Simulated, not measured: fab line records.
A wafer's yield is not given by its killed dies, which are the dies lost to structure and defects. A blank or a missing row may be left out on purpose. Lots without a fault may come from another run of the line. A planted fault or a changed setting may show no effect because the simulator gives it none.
fab line records    flow n5-finfet
record lots=7  wafers=39
route steps=1938 shown PMOS_HMC_CHANNEL_EPI@57 FIN_SAQP@96 ILD0@343 GATE_CUT@490 MOL_CONTACT_COAG@608 BEOL_M0@736 BEOL_M2@879 BEOL_M4@1081 BEOL_M5@1160 BEOL_M9@1419 BEOL_M11@1554 BEOL_M12@1615 BEOL_M14@1770 PASSIVATION@1916
start-h: the number of hours between the record's first day and the start of the first shown wafer of the lot    wait-h: time in hours since the lot's previous step    " identical to the entry in the row above    L1.1+2: a row that stands for several wafers    - no value, or no start given    * or withheld: withheld    < > ~ a bound
route shown NAME@n: NAME is a module with steps in the file, n the number in the route of the first one    usual: mean and standard deviation over wafers with no fault    same: alike in all rows    chamber/n: place in a boat    sites: each site's reading    _std_site: standard deviation of those values    _edge_site: the outer-site mean with the inner-site mean subtracted    radius-mm: how far each site lies from the wafer's centre    mask NAME#n: copy n    behind: the most recent tool/chamber to have shaped the wafer    hold: cause of the lot's hold/its duration in hours/its outcome    device: names the non-switching transistor (n, p or np)    end of line: tests of these same wafers at the route's end    a step with no rows: only its recipe    killed: not the wafer's yield, but the dies lost to structure and defects at the first sort    map: per-die view of a wafer (x killed, . not killed, _ where there is no die)
set.NAME: setting as actually run; set.NAME@STEP: the setting as run at that earlier step    model.NAME: the simulator's own value behind a step, which no gauge read
lots run with intentionally changed settings; tables by step, rows by wafer
## steps
# step N5_PMOS_HMC_CHANNEL_EPI_HM_DEP_34
# recipe material=SiO2  target-thk-a=360  temp-c=400  precursor=TEOS/O2  pressure-torr=6.5  rf-w=900  teos-flow-sccm=161.4  gas=O2  flow-sccm=2650  time-s=6.9
# step N5_FIN_SAQP_HM_DEP_03
# recipe material=SiNx  target-thk-a=380  temp-c=400  precursor=SiH4/NH3/N2  pressure-torr=1.5  rf-w=300  time-s=33.6
# step N5_ILD0_ALD_15
# recipe material=SiNx  target-thk-a=240  temp-c=400  ald-precursor-family=SiH2I2  ald-co-reactant=N2/H2-plasma  pulse-time-s=1  ald-cycles=480  purge-time-s=2  co-reactant-purge-time-s=2  pressure-torr=2
# step N5_GATE_CUT_DESCUM_18
# recipe chemistry=O2  time-s=7  source-power-w=50  bias-power-w=20  pressure-mtorr=20  rf-frequency-hz=2.712e+07  temp-c=40  resist=CAR-EUV  o2-flow-sccm=225
# step N5_MOL_CONTACT_COAG_ALD_133
# recipe material=SiO2  target-thk-a=50  temp-c=100  ald-precursor-family=BDEAS  ald-co-reactant=O2-plasma  pulse-time-s=1  co-reactant-pulse-time-s=1  purge-time-s=2  co-reactant-purge-time-s=2  ald-cycles=35  pressure-torr=2
# step N5_BEOL_M0_SPUTTER_132
# recipe material=Cu  target-thk-a=40  temp-c=-20  chamber-pressure-pa=0.07  power-w=withheld  time-s=7.37
# step N5_BEOL_M2_DESCUM_33
# step N5_BEOL_M4_ALD_84
# recipe material=TaN  target-thk-a=*  temp-c=275  ald-precursor-family=PDMAT  ald-co-reactant=NH3  pressure-torr=3  carrier-flow-sccm=1500  pulse-time-s=2  purge-time-s=3  co-reactant-purge-time-s=2  co-reactant-pulse-time-s=3  ald-cycles=30  precursor-vessel-temp-c=75  precursor-vessel-pressure-torr=26.25  precursor-vessel-carrier-sccm=1000
# step N5_BEOL_M5_TRENCH_ETCH_37
# recipe chemistry=C4F6/O2  target-depth-a=716.52  target=SiCOH_lowk  time-s=24.7  ion-energy-ev=250  pressure-mtorr=30  source-w=345  bias-w=185  Ar_flow_sccm=300  C4F6_flow_sccm=10  O2_flow_sccm=10
# step N5_BEOL_M9_ETCH_62
# recipe chemistry=N2/H2  target=SOC  target-depth-a=1100  overetch-a=220  mask-material=SiARC  temp-c=40  time-s=165  ion-energy-ev=200  pressure-mtorr=30  source-w=840  bias-w=150  n2-flow-sccm=200  h2-flow-sccm=200
# step N5_BEOL_M11_ETCH_62
# step N5_BEOL_M12_DESCUM_15
# recipe chemistry=O2  time-s=7.9  source-power-w=50  bias-power-w=20  pressure-mtorr=20  rf-frequency-hz=2.712e+07  temp-c=40  o2-flow-sccm=225
# step N5_BEOL_M14_DEP_53
# recipe material=SiCN  target-thk-a=500  temp-c=withheld  precursor=3MS/NH3  pressure-torr=3  rf-w=675  time-s=17.8
# step N5_PASSIVATION_PECVD_35
# recipe material=SiNx  target-thk-a=7000  temp-c=400  precursor=SiH4/NH3/N2  pressure-torr=4.9  rf-w=1406  time-s=151.3
# step N5_PASSIVATION_PROBE_49
# usual killed-at-contacts=12/5.4
lot.wafer  tool       chamber  start-h  wait-h  set.target-thk-a@PMOS_HMC_CHANNEL_EPI_HM_DEP_34  set.time-s@FIN_SAQP_HM_DEP_03  set.ald-cycles@ILD0_ALD_15  set.time-s@GATE_CUT_DESCUM_18  set.ald-cycles@MOL_CONTACT_COAG_ALD_133  set.target-thk-a@BEOL_M0_SPUTTER_132  set.time-s@BEOL_M2_DESCUM_33  set.co-reactant-pulse-time-s@BEOL_M4_ALD_84  set.time-s@BEOL_M5_TRENCH_ETCH_37  set.time-s@BEOL_M9_ETCH_62  set.time-s@BEOL_M11_ETCH_62  set.time-s@BEOL_M12_DESCUM_15  set.target-thk-a@BEOL_M14_DEP_53  set.time-s@PASSIVATION_PECVD_35  killed-at-contacts
L080.1     prober-01  -        283.69   0.0     360                                              33.6                           480                         7                              35                                       40                                    7                             3                                            24.7                               165                         165                          7.9                            500                               151.3                            5
L080.3     prober-01  -        283.79   0.1     360                                              33.6                           480                         7                              35                                       40                                    7                             3                                            24.7                               165                         165                          7.9                            500                               151.3                            6
L080.4     prober-01  -        283.84   0.2     360                                              33.6                           480                         7                              35                                       40                                    7                             3                                            24.7                               165                         165                          7.9                            500                               151.3                            9
L087.1     prober-02  -        410.47   0.9     360                                              33.6                           480                         8.756                          14                                       40                                    5.574                         3                                            24.7                               165                         85.51                        7.9                            500                               151.3                            1062
L087.2     prober-02  -        410.52   0.9     360                                              49.75                          333                         8.756                          35                                       50.54                                 5.574                         3                                            15.62                              165                         85.51                        7.9                            500                               212.8                            17
L087.3     prober-02  -        410.57   1.0     360                                              33.6                           480                         7                              35                                       50.54                                 7                             3                                            24.7                               165                         165                          7.9                            500                               212.8                            17
L087.4     prober-02  -        410.62   1.0     360                                              49.75                          480                         7                              35                                       40                                    7                             3                                            15.62                              165                         165                          10.4                           500                               151.3                            10
L087.5     prober-02  -        410.67   1.1     360                                              49.75                          333                         8.756                          14                                       50.54                                 7                             3                                            24.7                               165                         85.51                        10.4                           500                               212.8                            1078
L087.6     prober-02  -        410.72   1.1     360                                              33.6                           333                         7                              14                                       40                                    5.574                         3                                            15.62                              165                         165                          10.4                           500                               151.3                            1077
L086.1     prober-01  -        410.48   0.2     360                                              16.9                           480                         7                              35                                       25.25                                 5.087                         1.753                                        20.28                              202.5                       128.1                        7.9                            500                               151.3                            8
L086.2     prober-01  -        410.53   0.3     360                                              33.6                           480                         7                              23                                       25.25                                 7                             3                                            24.7                               202.5                       165                          7.9                            500                               220                              840
L086.3     prober-01  -        410.58   0.3     360                                              16.9                           480                         7                              23                                       25.25                                 5.087                         3                                            24.7                               165                         165                          7.9                            500                               151.3                            937
L086.4     prober-01  -        410.63   0.4     360                                              33.6                           480                         7                              35                                       40                                    7                             3                                            20.28                              202.5                       128.1                        7.9                            500                               220                              9
L086.5     prober-01  -        410.68   0.4     360                                              33.6                           480                         7                              35                                       40                                    5.087                         1.753                                        24.7                               165                         128.1                        7.9                            500                               220                              17
L086.6     prober-01  -        410.73   0.5     360                                              16.9                           480                         7                              23                                       40                                    7                             1.753                                        20.28                              165                         165                          7.9                            500                               151.3                            950
L088.1     prober-01  -        422.01   0.0     360                                              39.46                          480                         7                              35                                       40                                    9.306                         3                                            18.34                              165                         165                          7.9                            500                               151.3                            10
L088.2     prober-01  -        422.06   0.1     360                                              33.6                           480                         7                              16                                       57.48                                 9.306                         3                                            24.7                               103.4                       165                          10.92                          218.9                             151.3                            1080
L088.3     prober-01  -        422.11   0.1     360                                              33.6                           596                         7                              35                                       57.48                                 7                             3                                            24.7                               165                         196.6                        10.92                          500                               151.3                            17
L088.4     prober-01  -        422.16   0.2     360                                              39.46                          596                         7                              16                                       40                                    9.306                         3                                            24.7                               103.4                       196.6                        7.9                            218.9                             151.3                            1073
L088.5     prober-01  -        422.21   0.2     360                                              33.6                           596                         7                              35                                       40                                    7                             3                                            18.34                              103.4                       165                          10.92                          500                               151.3                            18
L088.6     prober-01  -        422.26   0.3     360                                              39.46                          480                         7                              16                                       57.48                                 7                             3                                            18.34                              165                         196.6                        7.9                            218.9                             151.3                            1088
L093.1     prober-01  -        435.04   0.0     360                                              33.6                           272                         7                              19                                       40                                    7                             3                                            31.63                              165                         165                          7.9                            752.4                             98.85                            1087
L093.2     prober-01  -        435.09   0.1     360                                              33.6                           480                         8.763                          35                                       40                                    10.43                         3                                            24.7                               204.5                       100.5                        6.236                          752.4                             98.85                            17
L093.3     prober-01  -        435.14   0.1     360                                              33.6                           272                         8.763                          19                                       63.69                                 10.43                         1.985                                        24.7                               204.5                       165                          7.9                            500                               98.85                            1093
L093.4     prober-01  -        435.19   0.2     360                                              33.6                           480                         7                              19                                       63.69                                 7                             1.985                                        24.7                               165                         100.5                        7.9                            752.4                             151.3                            1096
L093.5     prober-01  -        435.24   0.2     360                                              33.6                           272                         8.763                          35                                       40                                    7                             1.985                                        31.63                              204.5                       165                          6.236                          500                               151.3                            15
L093.6     prober-01  -        435.29   0.3     360                                              33.6                           480                         7                              35                                       63.69                                 10.43                         3                                            31.63                              165                         100.5                        6.236                          500                               151.3                            21
L094.1     prober-01  -        439.00   0.0     543.4                                            33.6                           297                         7                              35                                       47.84                                 10.97                         2.09                                         24.7                               165                         133.9                        7.9                            500                               125.3                            9
L094.2     prober-01  -        439.05   0.1     360                                              33.6                           480                         7                              35                                       47.84                                 7                             2.09                                         24.7                               134.4                       133.9                        7.9                            500                               151.3                            10
L094.3     prober-01  -        439.10   0.1     543.4                                            33.6                           480                         7                              35                                       40                                    7                             2.09                                         24.7                               165                         165                          3.542                          500                               125.3                            4
L094.4     prober-01  -        439.15   0.2     543.4                                            33.6                           297                         7                              35                                       40                                    10.97                         3                                            24.7                               165                         165                          3.542                          500                               151.3                            7
L094.5     prober-01  -        439.20   0.2     360                                              33.6                           297                         7                              35                                       47.84                                 7                             3                                            24.7                               134.4                       165                          7.9                            500                               125.3                            4
L094.6     prober-01  -        439.25   0.3     360                                              33.6                           480                         7                              35                                       40                                    10.97                         3                                            24.7                               134.4                       133.9                        3.542                          500                               151.3                            8
L095.1     prober-01  -        450.80   0.0     360                                              33.6                           284                         7                              35                                       48.21                                 5.73                          4.457                                        24.7                               165                         165                          11.47                          500                               151.3                            11
L095.2     prober-01  -        450.85   0.1     526.7                                            33.6                           480                         7                              35                                       40                                    7                             3                                            24.7                               165                         231.9                        7.9                            275.3                             151.3                            4
L095.3     prober-01  -        450.90   0.1     526.7                                            33.6                           480                         7                              35                                       48.21                                 7                             4.457                                        24.7                               75.71                       231.9                        11.47                          275.3                             175.3                            11
L095.4     prober-01  -        450.95   0.2     526.7                                            19.28                          284                         7                              35                                       40                                    5.73                          4.457                                        24.7                               75.71                       165                          7.9                            275.3                             151.3                            6
L095.5     prober-01  -        451.00   0.2     360                                              19.28                          480                         7                              35                                       40                                    5.73                          3                                            24.7                               75.71                       231.9                        7.9                            500                               175.3                            7
L095.6     prober-01  -        451.05   0.3     360                                              19.28                          284                         7                              35                                       48.21                                 7                             3                                            24.7                               165                         165                          11.47                          500                               175.3                            8
# killed by level:class
L080.1 BEOL_M4:geometric-particle:open=12 BEOL_M0_SAQP:geometric-particle:short=10 FIN_SAQP:geometric-particle:open=7 BEOL_M0_SAQP:geometric-particle:open=7 BEOL_M0:geometric-particle:open=5 BEOL_M1:geometric-particle:open=5 MOL_CONTACT_COAG:geometric-particle:open=4 STARTING-WAFER:geometric-particle:open=4
L080.3 FIN_SAQP:geometric-particle:short=17 FIN_SAQP:geometric-particle:open=13 BEOL_M0_SAQP:geometric-particle:short=11 STI_FIN_REVEAL:geometric-particle:open=10 BEOL_M3:geometric-particle:open=9 BEOL_M0_SAQP:geometric-particle:open=9 BEOL_M3:geometric-particle:short=5 PAD_METAL:geometric-particle:open=5
L080.4 STI_FIN_REVEAL:geometric-particle:open=10 BEOL_M0_SAQP:geometric-particle:short=10 MOL_CONTACT_COAG:geometric-particle:open=6 FIN_SAQP:geometric-particle:short=5 GATE_CUT:geometric-particle:short=5 BEOL_M0_SAQP:geometric-particle:open=4 BEOL_M4:geometric-particle:open=4 BEOL_M2:geometric-particle:open=4
L087.1 MOL_CONTACT_COAG:area-ald=1051 STI_FIN_REVEAL:geometric-particle:open=12 FIN_SAQP:geometric-particle:open=11 BEOL_M0_SAQP:geometric-particle:open=11 MOL_CONTACT_COAG:geometric-particle:open=9 FIN_SAQP:geometric-particle:short=8 BEOL_M0_SAQP:geometric-particle:short=7 DUMMY_GATE:geometric-particle:open=6
L086.1 BEOL_M11:area-etch=13 BEOL_M2:geometric-particle:open=12 BEOL_M4:geometric-particle:open=9 STI_FIN_REVEAL:geometric-particle:open=7 MOL_CONTACT_COAG:geometric-particle:open=6 DUMMY_GATE:geometric-particle:open=5 GATE_CUT:geometric-particle:short=5 BEOL_M3:geometric-particle:open=5
L087.2 BEOL_M11:area-etch=1059 STI_FIN_REVEAL:geometric-particle:open=13 MOL_CONTACT_COAG:geometric-particle:open=13 BEOL_M0_SAQP:geometric-particle:short=11 BEOL_M0_SAQP:geometric-particle:open=7 BEOL_M5:area-ecd=6 GATE_CUT:geometric-particle:short=5 BEOL_M4:geometric-particle:open=5
L086.2 MOL_CONTACT_COAG:area-ald=830 PASSIVATION:area-pecvd=230 BEOL_M0_SAQP:geometric-particle:open=18 FIN_SAQP:geometric-particle:short=11 FIN_SAQP:geometric-particle:open=10 BEOL_M0_SAQP:geometric-particle:short=10 MOL_CONTACT_COAG:geometric-particle:open=9 BEOL_M2:geometric-particle:open=7
L087.3 PASSIVATION:area-pecvd=1069 DUMMY_GATE:geometric-particle:open=13 MOL_CONTACT_COAG:geometric-particle:open=13 BEOL_M0_SAQP:geometric-particle:open=12 BEOL_M0_SAQP:geometric-particle:short=10 GATE_CUT:geometric-particle:short=6 FIN_SAQP:geometric-particle:open=5 BEOL_M2:geometric-particle:open=5
L086.3 MOL_CONTACT_COAG:area-ald=926 BEOL_M2:geometric-particle:open=14 FIN_SAQP:geometric-particle:short=12 MOL_CONTACT_COAG:geometric-particle:open=11 BEOL_M0_SAQP:geometric-particle:open=10 BEOL_M3:geometric-particle:open=7 STI_FIN_REVEAL:geometric-particle:open=6 GATE_CUT:geometric-particle:short=6
L087.4 BEOL_M5:area-ecd=86 BEOL_M0_SAQP:geometric-particle:short=14 BEOL_M0_SAQP:geometric-particle:open=13 MOL_CONTACT_COAG:geometric-particle:open=9 FIN_SAQP:geometric-particle:open=6 BEOL_M2:geometric-particle:open=5 FIN_SAQP:geometric-particle:short=5 DUMMY_GATE:geometric-particle:open=5
L086.4 PASSIVATION:area-pecvd=1063 BEOL_M0_SAQP:geometric-particle:open=17 BEOL_M0_SAQP:geometric-particle:short=15 BEOL_M11:area-etch=15 FIN_SAQP:geometric-particle:short=8 MOL_CONTACT_COAG:geometric-particle:open=8 BEOL_M2:geometric-particle:open=8 STI_FIN_REVEAL:geometric-particle:open=7
L087.5 MOL_CONTACT_COAG:area-ald=1063 BEOL_M0_SAQP:geometric-particle:short=12 BEOL_M0_SAQP:geometric-particle:open=12 FIN_SAQP:geometric-particle:open=10 MOL_CONTACT_COAG:geometric-particle:open=10 BEOL_M2:geometric-particle:open=9 BEOL_M3:geometric-particle:open=6 BEOL_M1:geometric-particle:open=5
L086.5 PASSIVATION:area-pecvd=1002 BEOL_M11:area-etch=78 MOL_CONTACT_COAG:geometric-particle:open=12 BEOL_M2:geometric-particle:open=9 DUMMY_GATE:geometric-particle:open=7 BEOL_M0_SAQP:geometric-particle:open=7 BEOL_M0_SAQP:geometric-particle:short=6 DUMMY_GATE:geometric-particle:short=5
L087.6 MOL_CONTACT_COAG:area-ald=1060 BEOL_M0_SAQP:geometric-particle:short=16 BEOL_M0_SAQP:geometric-particle:open=13 MOL_CONTACT_COAG:geometric-particle:open=11 STI_FIN_REVEAL:geometric-particle:open=10 DUMMY_GATE:geometric-particle:open=7 BEOL_M3:geometric-particle:open=7 MOL_CONTACT_COAG:geometric-particle:short=6
L086.6 MOL_CONTACT_COAG:area-ald=941 BEOL_M0_SAQP:geometric-particle:short=13 BEOL_M0_SAQP:geometric-particle:open=9 BEOL_M2:geometric-particle:open=9 FIN_SAQP:geometric-particle:open=7 MOL_CONTACT_COAG:geometric-particle:open=7 BEOL_M5:geometric-particle:open=6 DUMMY_GATE:geometric-particle:open=5
L088.1 STI_FIN_REVEAL:geometric-particle:open=14 BEOL_M0_SAQP:geometric-particle:open=11 BEOL_M5:area-ecd=10 MOL_CONTACT_COAG:geometric-particle:open=8 BEOL_M2:geometric-particle:open=8 BEOL_M3:geometric-particle:open=8 BEOL_M0_SAQP:geometric-particle:short=7 BEOL_M4:geometric-particle:open=6
L088.2 MOL_CONTACT_COAG:area-ald=1072 BEOL_M0_SAQP:geometric-particle:short=16 STI_FIN_REVEAL:geometric-particle:open=12 BEOL_M0_SAQP:geometric-particle:open=10 FIN_SAQP:geometric-particle:open=8 BEOL_M4:geometric-particle:short=7 MOL_CONTACT_COAG:geometric-particle:open=6 BEOL_M4:geometric-particle:open=5
L088.3 BEOL_M0_SAQP:geometric-particle:short=17 MOL_CONTACT_COAG:geometric-particle:open=13 BEOL_M0_SAQP:geometric-particle:open=13 BEOL_M3:geometric-particle:open=12 BEOL_M1:geometric-particle:open=8 DUMMY_GATE:geometric-particle:open=6 BEOL_M4:geometric-particle:open=5 STI_FIN_REVEAL:geometric-particle:open=4
L088.4 MOL_CONTACT_COAG:area-ald=1059 FIN_SAQP:geometric-particle:open=23 STI_FIN_REVEAL:geometric-particle:open=13 MOL_CONTACT_COAG:geometric-particle:open=11 BEOL_M0_SAQP:geometric-particle:open=9 BEOL_M3:geometric-particle:open=7 BEOL_M1:geometric-particle:open=6 BEOL_M0_SAQP:geometric-particle:short=6
L088.5 BEOL_M9:area-etch=1065 BEOL_M0_SAQP:geometric-particle:short=16 MOL_CONTACT_COAG:geometric-particle:open=15 BEOL_M0_SAQP:geometric-particle:open=7 STI_FIN_REVEAL:geometric-particle:open=6 GATE_CUT:geometric-particle:short=6 STARTING-WAFER:geometric-particle:short=6 BEOL_M0:geometric-particle:open=5
L088.6 MOL_CONTACT_COAG:area-ald=1080 FIN_SAQP:geometric-particle:open=16 BEOL_M1:geometric-particle:open=9 GATE_CUT:geometric-particle:short=8 MOL_CONTACT_COAG:geometric-particle:open=8 BEOL_M0_SAQP:geometric-particle:short=7 BEOL_M0_SAQP:geometric-particle:open=6 GATE_CUT:geometric-particle:open=4
L093.1 MOL_CONTACT_COAG:area-ald=1067 FIN_SAQP:geometric-particle:open=16 MOL_CONTACT_COAG:geometric-particle:open=16 BEOL_M1:geometric-particle:open=12 FIN_SAQP:geometric-particle:short=10 STI_FIN_REVEAL:geometric-particle:open=8 BEOL_M0_SAQP:geometric-particle:short=8 BEOL_M0_SAQP:geometric-particle:open=6
L093.2 BEOL_M11:area-etch=1072 STI_FIN_REVEAL:geometric-particle:open=15 MOL_CONTACT_COAG:geometric-particle:open=14 FIN_SAQP:geometric-particle:short=11 BEOL_M0_SAQP:geometric-particle:short=8 FIN_SAQP:geometric-particle:open=7 DUMMY_GATE:geometric-particle:open=6 BEOL_M0_SAQP:geometric-particle:open=5
L093.3 MOL_CONTACT_COAG:area-ald=1082 DUMMY_GATE:geometric-particle:open=13 BEOL_M1:geometric-particle:open=9 MOL_CONTACT_COAG:geometric-particle:open=8 BEOL_M0_SAQP:geometric-particle:short=6 FIN_SAQP:geometric-particle:open=5 BEOL_M3:geometric-particle:open=5 STI_FIN_REVEAL:geometric-particle:open=4
L093.4 MOL_CONTACT_COAG:area-ald=1085 MOL_CONTACT_COAG:geometric-particle:open=11 STI_FIN_REVEAL:geometric-particle:open=11 DUMMY_GATE:geometric-particle:open=11 BEOL_M4:geometric-particle:open=6 FIN_SAQP:geometric-particle:short=5 BEOL_M0_SAQP:geometric-particle:open=5 BEOL_M0_SAQP:geometric-particle:short=4
L093.5 MOL_CONTACT_COAG:geometric-particle:open=13 FIN_SAQP:geometric-particle:open=9 FIN_SAQP:geometric-particle:short=7 BEOL_M0_SAQP:geometric-particle:short=6 BEOL_M4:geometric-particle:open=6 DUMMY_GATE:geometric-particle:open=4 BEOL_M1:geometric-particle:open=3 BEOL_M1:geometric-particle:short=3
L093.6 BEOL_M11:area-etch=1084 MOL_CONTACT_COAG:geometric-particle:open=19 FIN_SAQP:geometric-particle:open=10 STI_FIN_REVEAL:geometric-particle:open=9 BEOL_M1:geometric-particle:open=8 BEOL_M4:geometric-particle:open=7 BEOL_M0_SAQP:geometric-particle:open=6 FIN_SAQP:geometric-particle:short=4
L094.1 BEOL_M11:area-etch=20 BEOL_M0_SAQP:geometric-particle:open=11 FIN_SAQP:geometric-particle:open=8 STI_FIN_REVEAL:geometric-particle:open=8 MOL_CONTACT_COAG:geometric-particle:open=8 BEOL_M0_SAQP:geometric-particle:short=8 BEOL_M3:geometric-particle:open=4 FIN_SAQP:geometric-particle:short=3
L094.2 FIN_SAQP:geometric-particle:open=12 BEOL_M0_SAQP:geometric-particle:open=11 BEOL_M11:area-etch=9 MOL_CONTACT_COAG:geometric-particle:open=7 DUMMY_GATE:geometric-particle:open=5 BEOL_M0_SAQP:geometric-particle:short=5 FIN_SAQP:geometric-particle:short=4 GATE_CUT:geometric-particle:short=4
L094.3 FIN_SAQP:geometric-particle:open=10 FIN_SAQP:geometric-particle:short=8 STI_FIN_REVEAL:geometric-particle:open=7 BEOL_M2:geometric-particle:open=6 BEOL_M5:geometric-particle:open=5 MOL_CONTACT_COAG:geometric-particle:open=4 BEOL_M0_SAQP:geometric-particle:open=4 STARTING-WAFER:geometric-particle:short=4
L094.4 BEOL_M0_SAQP:geometric-particle:open=8 BEOL_M0_SAQP:geometric-particle:short=8 BEOL_M4:geometric-particle:open=8 BEOL_M1:geometric-particle:open=8 MOL_CONTACT_COAG:geometric-particle:open=6 FIN_SAQP:geometric-particle:open=5 STI_FIN_REVEAL:geometric-particle:open=5 BEOL_M2:geometric-particle:short=5
L094.5 FIN_SAQP:geometric-particle:open=12 BEOL_M0_SAQP:geometric-particle:short=7 BEOL_M3:geometric-particle:short=7 FIN_SAQP:geometric-particle:short=6 BEOL_M0_SAQP:geometric-particle:open=5 STARTING-WAFER:geometric-particle:open=4 GATE_CUT:geometric-particle:short=3 MOL_CONTACT_COAG:geometric-particle:open=3
L094.6 BEOL_M11:area-etch=33 BEOL_M0_SAQP:geometric-particle:short=15 STI_FIN_REVEAL:geometric-particle:open=9 BEOL_M0_SAQP:geometric-particle:open=9 MOL_CONTACT_COAG:geometric-particle:open=8 STARTING-WAFER:geometric-particle:open=5 FIN_SAQP:geometric-particle:short=4 FIN_SAQP:geometric-particle:open=4
L095.1 FIN_SAQP:geometric-particle:open=13 BEOL_M2:geometric-particle:open=12 BEOL_M0_SAQP:geometric-particle:short=10 BEOL_M0_SAQP:geometric-particle:open=9 FIN_SAQP:geometric-particle:short=8 MOL_CONTACT_COAG:geometric-particle:open=8 BEOL_M1:geometric-particle:open=6 BEOL_M3:geometric-particle:short=5
L095.2 BEOL_M0_SAQP:geometric-particle:short=12 BEOL_M1:geometric-particle:open=11 HKMG_FIN:area-etch=8 DUMMY_GATE:geometric-particle:open=7 BEOL_M0_SAQP:geometric-particle:open=7 BEOL_M2:geometric-particle:open=7 FIN_SAQP:geometric-particle:open=6 STI_FIN_REVEAL:geometric-particle:open=5
L095.3 BEOL_M9:area-etch=1061 FIN_SAQP:geometric-particle:open=15 BEOL_M0_SAQP:geometric-particle:short=14 BEOL_M0_SAQP:geometric-particle:open=14 BEOL_M2:geometric-particle:open=10 DUMMY_GATE:geometric-particle:open=9 MOL_CONTACT_COAG:geometric-particle:open=9 BEOL_M4:geometric-particle:open=6
L095.4 BEOL_M9:area-etch=1092 BEOL_M1:geometric-particle:open=11 BEOL_M0_SAQP:geometric-particle:short=6 BEOL_M2:geometric-particle:open=6 FIN_SAQP:geometric-particle:open=5 STI_FIN_REVEAL:geometric-particle:open=5 BEOL_M0_SAQP:geometric-particle:open=5 BEOL_M3:geometric-particle:open=5
L095.5 BEOL_M9:area-etch=1072 BEOL_M1:geometric-particle:open=12 FIN_SAQP:geometric-particle:open=10 BEOL_M0:geometric-particle:open=9 BEOL_M2:geometric-particle:open=8 HKMG_FIN:area-etch=7 FIN_SAQP:geometric-particle:short=6 MOL_CONTACT_COAG:geometric-particle:open=6
L095.6 PASSIVATION:area-pecvd=1090 BEOL_M1:geometric-particle:open=10 FIN_SAQP:geometric-particle:open=9 GATE_CUT:geometric-particle:short=8 BEOL_M0_SAQP:geometric-particle:open=8 FIN_SAQP:geometric-particle:short=5 BEOL_M0_SAQP:geometric-particle:short=5 BEOL_M3:geometric-particle:open=5
## key
split step=N5_PMOS_HMC_CHANNEL_EPI_HM_DEP_34  setting=target-thk-a  stated-as=360
response none clear
split step=N5_FIN_SAQP_HM_DEP_03  setting=time-s  stated-as=33.6
response none clear
split step=N5_ILD0_ALD_15  setting=ald-cycles  stated-as=480
response none clear
split step=N5_GATE_CUT_DESCUM_18  setting=time-s  stated-as=7
response none clear
split step=N5_MOL_CONTACT_COAG_ALD_133  setting=ald-cycles  stated-as=35
response step=N5_PASSIVATION_PROBE_49  reading=killed-at-contacts  slope=-20.3  per=1%  together-with=all  explained=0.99
split step=N5_BEOL_M0_SPUTTER_132  setting=target-thk-a  stated-as=40
response none clear
split step=N5_BEOL_M2_DESCUM_33  setting=time-s  stated-as=7
response none clear
split step=N5_BEOL_M4_ALD_84  setting=co-reactant-pulse-time-s  stated-as=3
response none clear
split step=N5_BEOL_M5_TRENCH_ETCH_37  setting=time-s  stated-as=24.7
response none clear
split step=N5_BEOL_M9_ETCH_62  setting=time-s  stated-as=165
response none clear
split step=N5_BEOL_M11_ETCH_62  setting=time-s  stated-as=165
response none clear
split step=N5_BEOL_M12_DESCUM_15  setting=time-s  stated-as=7.9
response none clear
split step=N5_BEOL_M14_DEP_53  setting=target-thk-a  stated-as=500
response none clear
split step=N5_PASSIVATION_PECVD_35  setting=time-s  stated-as=151.3
response none clear
